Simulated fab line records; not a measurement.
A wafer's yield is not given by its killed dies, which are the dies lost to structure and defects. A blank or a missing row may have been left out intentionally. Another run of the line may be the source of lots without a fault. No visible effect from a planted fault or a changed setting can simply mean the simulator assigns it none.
Which tool did it? :: flow nand-harc :: Sampling: 11 lots, 32 wafers, 6 of 1159 route steps

## WHAT THE GAUGES READ, wafer by wafer
NHARC_P_CONTACT_CD_MEAS_19. Usual: 89.5 nm for cd-nm, sd 1.5.
lot: L949
measured: day 6 04:55
on: cd-sem-03
cd-nm (nm): 88.4 90.4 88.6
flag: 

lot: L950
measured: day 6 06:25
on: cd-sem-02
cd-nm (nm): 89.0 87.4 88.4
flag: 

lot: L953
measured: day 6 14:05
on: cd-sem-01
cd-nm (nm): 87.3 88.3 89.0
flag: 

lot: L951
measured: day 6 20:40
on: cd-sem-02
cd-nm (nm): 90.5 93.6 90.5
flag: 

lot: L954
measured: day 7 03:05
on: cd-sem-03
cd-nm (nm): 88.7 89.3 91.8
flag: 

lot: L957
measured: day 7 17:45
on: cd-sem-03
cd-nm (nm): 88.8 89.0 88.5
flag: 

lot: L958
measured: day 7 18:13
on: cd-sem-03
cd-nm (nm): 87.4 87.9 88.7
flag: 

lot: L960
measured: day 8 23:52
on: cd-sem-01
cd-nm (nm): 91.8 89.6 90.8
flag: 

lot: L962
measured: day 9 10:37
on: cd-sem-02
cd-nm (nm): 90.7 91.3 89.1
flag: 

lot: L963
measured: day 9 11:42
on: cd-sem-02
cd-nm (nm): 91.8 89.5 90.2
flag: 

lot: L966
measured: day 10 07:17
on: cd-sem-01
cd-nm (nm): 90.1 89.1
flag: 

NHARC_P_M0_CD_MEAS_09: the cd target is 90 nm. Usual: 90.2 nm for cd-nm, sd 0.63.
lot: L949
measured: day 6 11:25
on: cd-sem-03
cd-nm (nm): 89.4 90.2 88.6
flag: 

lot: L950
measured: day 6 12:06
on: cd-sem-01
cd-nm (nm): 90.1 90.9 90.3
flag: 

lot: L953
measured: day 6 18:25
on: cd-sem-01
cd-nm (nm): 90.8 90.8 90.8
flag: 

lot: L951
measured: day 7 01:25
on: cd-sem-03
cd-nm (nm): 90.4 90.4 90.9
flag: 

lot: L954
measured: day 7 10:44
on: cd-sem-02
cd-nm (nm): 90.1 91.0 90.4
flag: 

lot: L957
measured: day 7 21:16
on: cd-sem-01
cd-nm (nm): 91.1 90.3 90.3
flag: 

lot: L958
measured: day 7 21:47
on: cd-sem-02
cd-nm (nm): 90.0 89.3 90.1
flag: 

lot: L960
measured: day 9 04:19
on: cd-sem-01
cd-nm (nm): 89.4 90.5 91.1
flag: 

lot: L962
measured: day 9 19:01
on: cd-sem-02
cd-nm (nm): 89.5 90.2 90.5
flag: 

lot: L963
measured: day 9 19:32
on: cd-sem-03
cd-nm (nm): 90.3 90.9 89.9
flag: 

lot: L966
measured: day 10 10:16
on: cd-sem-03
cd-nm (nm): 92.0 91.7
flag: 

NHARC_END_SORT_01. Usual: defect-limited-yield 95.1 %, standard deviation 1.6; killed-at-array 29, standard deviation 11; killed-at-other 0.7, standard deviation 1.1; killed-at-periphery 2.9, standard deviation 2.2; killed-dies 33, standard deviation 11; killed-open 3.1, standard deviation 1.8; killed-short 1.9, standard deviation 1.4; sort_bin_2_pct 1.6 %, standard deviation 0.64; sort_bin_3_pct 0.26 %, standard deviation 0.18; sort_bin_4_pct 3.1 %, standard deviation 1.1; sort-n-pass 644, standard deviation 11; sort-rim-yield-pct 95.7 %, standard deviation 2.8; sort-yield-pct 95.1 %, standard deviation 1.6.
lot: L949
measured: day 20 05:19
on: prober-02
defect-limited-yield (%): 95.7 96.2 95.9
killed-at-array: 18 19 18
killed-at-other: 0 0 1
killed-at-periphery: 11 7 9
killed-dies: 29 26 28
killed-open: 3 0 3
killed-short: 1 3 1
sort_bin_2_pct (%): 1.8 0.9 1.5
sort_bin_3_pct (%): 0 0.30 0
sort_bin_4_pct (%): 2.5 2.7 2.7
sort-n-pass: 648 651 649
sort-rim-yield-pct (%): 99.1 99.1 93.4
sort-yield-pct (%): 95.7 96.2 95.9
flag: 

lot: L950
measured: day 19 16:31
on: prober-01
defect-limited-yield (%): 96.2 94.2 95.4
killed-at-array: 22 37 28
killed-at-other: 0 0 1
killed-at-periphery: 4 2 2
killed-dies: 26 39 31
killed-open: 2 7 4
killed-short: 1 2 0
sort_bin_2_pct (%): 1.3 1.9 1.5
sort_bin_3_pct (%): 0 0.44 0.30
sort_bin_4_pct (%): 2.5 3.4 2.8
sort-n-pass: 651 638 646
sort-rim-yield-pct (%): 97.2 98.1 95.3
sort-yield-pct (%): 96.2 94.2 95.4
flag: 

lot: L953
measured: day 20 09:37
on: prober-01
defect-limited-yield (%): 94.5 93.9 93.1
killed-at-array: 35 36 43
killed-at-other: 0 1 0
killed-at-periphery: 2 4 4
killed-dies: 37 41 47
killed-open: 4 4 5
killed-short: 0 2 2
sort_bin_2_pct (%): 1.3 1.9 2.5
sort_bin_3_pct (%): 0.15 0.30 0.15
sort_bin_4_pct (%): 4.0 3.8 4.3
sort-n-pass: 640 636 630
sort-rim-yield-pct (%): 92.5 91.5 95.3
sort-yield-pct (%): 94.5 93.9 93.1
flag: 

lot: L951
measured: day 20 14:42
on: prober-02
defect-limited-yield (%): 95.7 96.6 95.3
killed-at-array: 25 20 29
killed-at-other: 0 0 0
killed-at-periphery: 4 3 3
killed-dies: 29 23 32
killed-open: 5 5 5
killed-short: 3 1 3
sort_bin_2_pct (%): 2.2 0.7 1.3
sort_bin_3_pct (%): 0.15 0.44 0.30
sort_bin_4_pct (%): 1.9 2.2 3.1
sort-n-pass: 648 654 645
sort-rim-yield-pct (%): 94.3 93.4 96.2
sort-yield-pct (%): 95.7 96.6 95.3
flag: 

lot: L954
measured: day 20 23:05
on: prober-01
defect-limited-yield (%): 94.4 95.3 94.5
killed-at-array: 35 30 33
killed-at-other: 1 0 0
killed-at-periphery: 2 2 4
killed-dies: 38 32 37
killed-open: 4 1 4
killed-short: 3 0 2
sort_bin_2_pct (%): 2.1 1.6 2.4
sort_bin_3_pct (%): 0.30 0.30 0.15
sort_bin_4_pct (%): 3.2 2.8 3.0
sort-n-pass: 639 645 640
sort-rim-yield-pct (%): 94.3 92.5 96.2
sort-yield-pct (%): 94.4 95.3 94.5
flag: 

lot: L957
measured: day 21 17:44
on: prober-02
defect-limited-yield (%): 96.2 96.2 95.1
killed-at-array: 25 23 29
killed-at-other: 1 0 0
killed-at-periphery: 0 3 4
killed-dies: 26 26 33
killed-open: 2 1 3
killed-short: 3 0 1
sort_bin_2_pct (%): 1.5 1.2 1.9
sort_bin_3_pct (%): 0.30 0.15 0
sort_bin_4_pct (%): 2.1 2.5 3.0
sort-n-pass: 651 651 644
sort-rim-yield-pct (%): 95.3 97.2 92.5
sort-yield-pct (%): 96.2 96.2 95.1
flag: 

lot: L958
measured: day 21 17:40
on: prober-01
defect-limited-yield (%): 94.7 96.0 95.0
killed-at-array: 34 24 29
killed-at-other: 2 1 2
killed-at-periphery: 0 2 3
killed-dies: 36 27 34
killed-open: 3 3 5
killed-short: 0 4 2
sort_bin_2_pct (%): 1.6 1.5 2.2
sort_bin_3_pct (%): 0.15 0.59 0
sort_bin_4_pct (%): 3.5 1.9 2.8
sort-n-pass: 641 650 643
sort-rim-yield-pct (%): 99.1 95.3 98.1
sort-yield-pct (%): 94.7 96.0 95.0
flag: 

lot: L960
measured: day 22 02:40
on: prober-01
defect-limited-yield (%): 97.0 96.9 95.6
killed-at-array: 18 19 29
killed-at-other: 0 0 0
killed-at-periphery: 2 2 1
killed-dies: 20 21 30
killed-open: 2 5 2
killed-short: 1 1 2
sort_bin_2_pct (%): 0.7 0.7 1.5
sort_bin_3_pct (%): 0.30 0.30 0.30
sort_bin_4_pct (%): 1.9 2.1 2.7
sort-n-pass: 657 656 647
sort-rim-yield-pct (%): 95.3 97.2 94.3
sort-yield-pct (%): 97.0 96.9 95.6
flag: 

lot: L962
measured: day 22 13:22
on: prober-02
defect-limited-yield (%): 97.6 97.0 97.5
killed-at-array: 15 12 15
killed-at-other: 0 4 0
killed-at-periphery: 1 4 2
killed-dies: 16 20 17
killed-open: 1 3 1
killed-short: 0 1 0
sort_bin_2_pct (%): 0.7 0.9 0.9
sort_bin_3_pct (%): 0.15 0 0
sort_bin_4_pct (%): 1.5 2.1 1.6
sort-n-pass: 661 657 660
sort-rim-yield-pct (%): 96.2 99.1 97.2
sort-yield-pct (%): 97.6 97.0 97.5
flag: 

lot: L963
measured: day 22 17:25
on: prober-01
defect-limited-yield (%): 92.8 92.3 93.6
killed-at-array: 44 49 33
killed-at-other: 1 3 7
killed-at-periphery: 4 0 3
killed-dies: 49 52 43
killed-open: 5 2 3
killed-short: 1 2 1
sort_bin_2_pct (%): 1.9 3.0 2.2
sort_bin_3_pct (%): 0.59 0 0.15
sort_bin_4_pct (%): 4.7 4.7 4.0
sort-n-pass: 628 625 634
sort-rim-yield-pct (%): 89.6 93.4 91.5
sort-yield-pct (%): 92.8 92.3 93.6
flag: 

lot: L966
measured: day 23 15:29
on: prober-01
defect-limited-yield (%): 93.1 94.7
killed-at-array: 41 32
killed-at-other: 0 1
killed-at-periphery: 6 3
killed-dies: 47 36
killed-open: 2 3
killed-short: 2 3
sort_bin_2_pct (%): 2.1 1.8
sort_bin_3_pct (%): 0.59 0.30
sort_bin_4_pct (%): 4.3 3.2
sort-n-pass: 630 641
sort-rim-yield-pct (%): 96.2 97.2
sort-yield-pct (%): 93.1 94.7
flag: 

## EACH LOT AND THE TOOL THAT RAN IT (in order: tool; ch and the chambers of the sampled wafers; start)
lot: L949
NHARC_P_CONTACT_ETCH_35: rie-diel-04 ch 1,2,3, day 6 04:08
NHARC_P_M0_PEB_07: litho-track-04 ch 0, day 6 11:20
NHARC_P_M0_ETCH_15: rie-diel-01 ch 0,1,2, day 20 05:19 or earlier

lot: L950
NHARC_P_CONTACT_ETCH_35: rie-diel-04 ch 0,1,2, day 6 05:38
NHARC_P_M0_PEB_07: litho-track-01 ch 0, day 6 12:01
NHARC_P_M0_ETCH_15: rie-diel-01 ch 1,2,3, day 19 16:31 or earlier

lot: L953
NHARC_P_CONTACT_ETCH_35: rie-diel-04 ch 0,3, day 6 13:17
NHARC_P_M0_PEB_07: litho-track-06 ch 0, day 6 18:20
NHARC_P_M0_ETCH_15: rie-diel-07 ch 1,2, day 20 09:37 or earlier

lot: L951
NHARC_P_CONTACT_ETCH_35: rie-diel-10 ch 0,2,3, day 6 19:53
NHARC_P_M0_PEB_07: litho-track-06 ch 0, day 7 01:20
NHARC_P_M0_ETCH_15: rie-diel-05 ch 0,2,3, day 20 14:42 or earlier

lot: L954
NHARC_P_CONTACT_ETCH_35: rie-diel-04 ch 1,2,3, day 7 02:17
NHARC_P_M0_PEB_07: litho-track-01 ch 0, day 7 10:39
NHARC_P_M0_ETCH_15: rie-diel-05 ch 0,1, day 20 23:05 or earlier

lot: L957
NHARC_P_CONTACT_ETCH_35: rie-diel-04 ch 0,1, day 7 16:58
NHARC_P_M0_PEB_07: litho-track-06 ch 0, day 7 21:11
NHARC_P_M0_ETCH_15: rie-diel-01 ch 2,3, day 21 17:44 or earlier

lot: L958
NHARC_P_CONTACT_ETCH_35: rie-diel-12 ch 0,2,3, day 7 17:26
NHARC_P_M0_PEB_07: litho-track-04 ch 0, day 7 21:42
NHARC_P_M0_ETCH_15: rie-diel-01 ch 0,2,3, day 21 17:40 or earlier

lot: L960
NHARC_P_CONTACT_ETCH_35: rie-diel-04 ch 0,3, day 8 23:04
NHARC_P_M0_PEB_07: litho-track-04 ch 0, day 9 04:13
NHARC_P_M0_ETCH_15: rie-diel-01 ch 0,1,3, day 22 02:40 or earlier

lot: L962
NHARC_P_CONTACT_ETCH_35: rie-diel-04 ch 0,1,3, day 9 09:48
NHARC_P_M0_PEB_07: litho-track-04 ch 0, day 9 18:56
NHARC_P_M0_ETCH_15: rie-diel-01 ch 1,2, day 22 13:22 or earlier

lot: L963
NHARC_P_CONTACT_ETCH_35: rie-diel-04 ch 0,2, day 9 10:55
NHARC_P_M0_PEB_07: litho-track-01 ch 0, day 9 19:27
NHARC_P_M0_ETCH_15: rie-diel-07 ch 0,2, day 22 17:25 or earlier

lot: L966
NHARC_P_CONTACT_ETCH_35: rie-diel-04 ch 2,3, day 10 06:31
NHARC_P_M0_PEB_07: litho-track-04 ch 0, day 10 10:11
NHARC_P_M0_ETCH_15: rie-diel-05 ch 3, day 23 15:29 or earlier
- NHARC_P_CONTACT_ETCH_35: etches the open film in CF4, target depth 39 nm, time 65 s.
- NHARC_P_M0_PEB_07: peb time 65 s.
- NHARC_P_M0_ETCH_15: etches the open film in C4F8/Ar, target depth 150 nm, overetch 15 nm, time 82.5 s.

## AS READ BY THE TOOLS THEMSELVES (means over the sampled wafers that have a number; for cases with no such wafer, the mark the record gives instead)
NHARC_P_CONTACT_ETCH_35. Usual: bias-w 100.02 W, standard deviation 0.28; drypump-motor-current-A 5.7 A, standard deviation 0.37; mfc-ar-sccm 0.011 sccm, standard deviation 0.012; oes-product-au 0.999 a.u., standard deviation 0.011; rf-vpp-V 151.1 V, standard deviation 1.2; showerhead-plenum-p-Torr 1.76 Torr, standard deviation 0.077; throttle-valve-pct 13.283 %, standard deviation 0.0091.
lot: L949
tool: rie-diel-04
bias-w (W): 100.00
drypump-motor-current-A (A): 5.6
mfc-ar-sccm (sccm): 0.010
oes-product-au (a.u.): 1.004
rf-vpp-V (V): 151.4
showerhead-plenum-p-Torr (Torr): 1.74
throttle-valve-pct (%): 13.278
flag: 

lot: L950
tool: rie-diel-04
bias-w (W): 100.00
drypump-motor-current-A (A): 5.9
mfc-ar-sccm (sccm): 0.020
oes-product-au (a.u.): 1.009
rf-vpp-V (V): 151.7
showerhead-plenum-p-Torr (Torr): 1.80
throttle-valve-pct (%): 13.278
flag: 

lot: L953
tool: rie-diel-04
bias-w (W): 100.06
drypump-motor-current-A (A): 5.8
mfc-ar-sccm (sccm): 0.012
oes-product-au (a.u.): 0.992
rf-vpp-V (V): 150.6
showerhead-plenum-p-Torr (Torr): 1.73
throttle-valve-pct (%): 13.282
flag: 

lot: L951
tool: rie-diel-10
bias-w (W): 99.75
drypump-motor-current-A (A): 5.6
mfc-ar-sccm (sccm): 0.005
oes-product-au (a.u.): 0.999
rf-vpp-V (V): 150.0
showerhead-plenum-p-Torr (Torr): 1.74
throttle-valve-pct (%): 13.289
flag: 

lot: L954
tool: rie-diel-04
bias-w (W): 99.96
drypump-motor-current-A (A): 5.6
mfc-ar-sccm (sccm): 0.010
oes-product-au (a.u.): 1.008
rf-vpp-V (V): 150.6
showerhead-plenum-p-Torr (Torr): 1.74
throttle-valve-pct (%): 13.287
flag: 

lot: L957
tool: rie-diel-04
bias-w (W): 100.05
drypump-motor-current-A (A): 5.8
mfc-ar-sccm (sccm): 0.011
oes-product-au (a.u.): 1.003
rf-vpp-V (V): 152.8
showerhead-plenum-p-Torr (Torr): 1.85
throttle-valve-pct (%): 13.285
flag: 

lot: L958
tool: rie-diel-12
bias-w (W): 100.20
drypump-motor-current-A (A): 5.7
mfc-ar-sccm (sccm): 0.006
oes-product-au (a.u.): 0.985
rf-vpp-V (V): 151.2
showerhead-plenum-p-Torr (Torr): 1.74
throttle-valve-pct (%): 13.276
flag: 

lot: L960
tool: rie-diel-04
bias-w (W): 100.18
drypump-motor-current-A (A): 6.0
mfc-ar-sccm (sccm): 0.022
oes-product-au (a.u.): 1.001
rf-vpp-V (V): 152.5
showerhead-plenum-p-Torr (Torr): 1.79
throttle-valve-pct (%): 13.289
flag: 

lot: L962
tool: rie-diel-04
bias-w (W): 100.01
drypump-motor-current-A (A): 5.7
mfc-ar-sccm (sccm): 0.011
oes-product-au (a.u.): 0.998
rf-vpp-V (V): 151.5
showerhead-plenum-p-Torr (Torr): 1.79
throttle-valve-pct (%): 13.285
flag: 

lot: L963
tool: rie-diel-04
bias-w (W): 100.06
drypump-motor-current-A (A): 6.1
mfc-ar-sccm (sccm): 0.029
oes-product-au (a.u.): 1.014
rf-vpp-V (V): 151.0
showerhead-plenum-p-Torr (Torr): 1.75
throttle-valve-pct (%): 13.285
flag: 

lot: L966
tool: rie-diel-04
bias-w (W): 99.68
drypump-motor-current-A (A): 5.8
mfc-ar-sccm (sccm): 0.015
oes-product-au (a.u.): 1.006
rf-vpp-V (V): 149.2
showerhead-plenum-p-Torr (Torr): 1.68
throttle-valve-pct (%): 13.279
flag: 

NHARC_P_M0_PEB_07. Usual: 45.2 Pa for exhaust-pa, sd 0.9.
lot: L949
tool: litho-track-04
exhaust-pa (Pa): 46.1
flag: 

lot: L950
tool: litho-track-01
exhaust-pa (Pa): 45.4
flag: 

lot: L953
tool: litho-track-06
exhaust-pa (Pa): 45.2
flag: 

lot: L951
tool: litho-track-06
exhaust-pa (Pa): 44.8
flag: 

lot: L954
tool: litho-track-01
exhaust-pa (Pa): 45.0
flag: 

lot: L957
tool: litho-track-06
exhaust-pa (Pa): 45.2
flag: 

lot: L958
tool: litho-track-04
exhaust-pa (Pa): 46.5
flag: 

lot: L960
tool: litho-track-04
exhaust-pa (Pa): 44.7
flag: 

lot: L962
tool: litho-track-04
exhaust-pa (Pa): 44.1
flag: 

lot: L963
tool: litho-track-01
exhaust-pa (Pa): 45.3
flag: 

lot: L966
tool: litho-track-04
exhaust-pa (Pa): 45.2
flag: 

NHARC_P_M0_ETCH_15. Usual: bias-w 300.0 W, standard deviation 0.89; oes-product-au 0.954 a.u., standard deviation 0.021; rf-vpp-V 440.3 V, standard deviation 2.3.
lot: L949
tool: rie-diel-01
bias-w (W): 299.8
oes-product-au (a.u.): 0.965
rf-vpp-V (V): 442.0
flag: 

lot: L950
tool: rie-diel-01
bias-w (W): 298.9
oes-product-au (a.u.): 0.958
rf-vpp-V (V): 441.6
flag: 

lot: L953
tool: rie-diel-07
bias-w (W): 299.7
oes-product-au (a.u.): 0.955
rf-vpp-V (V): 438.1
flag: 

lot: L951
tool: rie-diel-05
bias-w (W): 300.3
oes-product-au (a.u.): 0.921
rf-vpp-V (V): 439.6
flag: 

lot: L954
tool: rie-diel-05
bias-w (W): 299.5
oes-product-au (a.u.): 0.921
rf-vpp-V (V): 438.0
flag: 

lot: L957
tool: rie-diel-01
bias-w (W): 301.1
oes-product-au (a.u.): 0.966
rf-vpp-V (V): 440.5
flag: 

lot: L958
tool: rie-diel-01
bias-w (W): 300.7
oes-product-au (a.u.): 0.964
rf-vpp-V (V): 439.7
flag: 

lot: L960
tool: rie-diel-01
bias-w (W): 299.8
oes-product-au (a.u.): 0.940
rf-vpp-V (V): 441.4
flag: 

lot: L962
tool: rie-diel-01
bias-w (W): 299.6
oes-product-au (a.u.): 0.969
rf-vpp-V (V): 442.7
flag: 

lot: L963
tool: rie-diel-07
bias-w (W): 299.8
oes-product-au (a.u.): 0.920
rf-vpp-V (V): 439.2
flag: 

lot: L966
tool: rie-diel-05
bias-w (W): 300.6
oes-product-au (a.u.): 0.956
rf-vpp-V (V): 438.2
flag: 

## THE ANSWER, worked out from the rows above alone
Rule: lot off if the mean of its wafers having a number is beyond 3 standard deviations from the usual mean. Also off: a lot with no number at a reading for which 4 or more lots have one. Any other lot the step has rows for is counted as sound. First the gauges in route order, then the tools' own readings, where a lot's mean is used as printed above. At the first step where some lot is off, the reading lying furthest off is the one used; lots without a number count as furthest.
Across all readings shown, no lot is off: no conclusion can be drawn from this.

## WHAT THE SIMULATOR HAD INSERTED
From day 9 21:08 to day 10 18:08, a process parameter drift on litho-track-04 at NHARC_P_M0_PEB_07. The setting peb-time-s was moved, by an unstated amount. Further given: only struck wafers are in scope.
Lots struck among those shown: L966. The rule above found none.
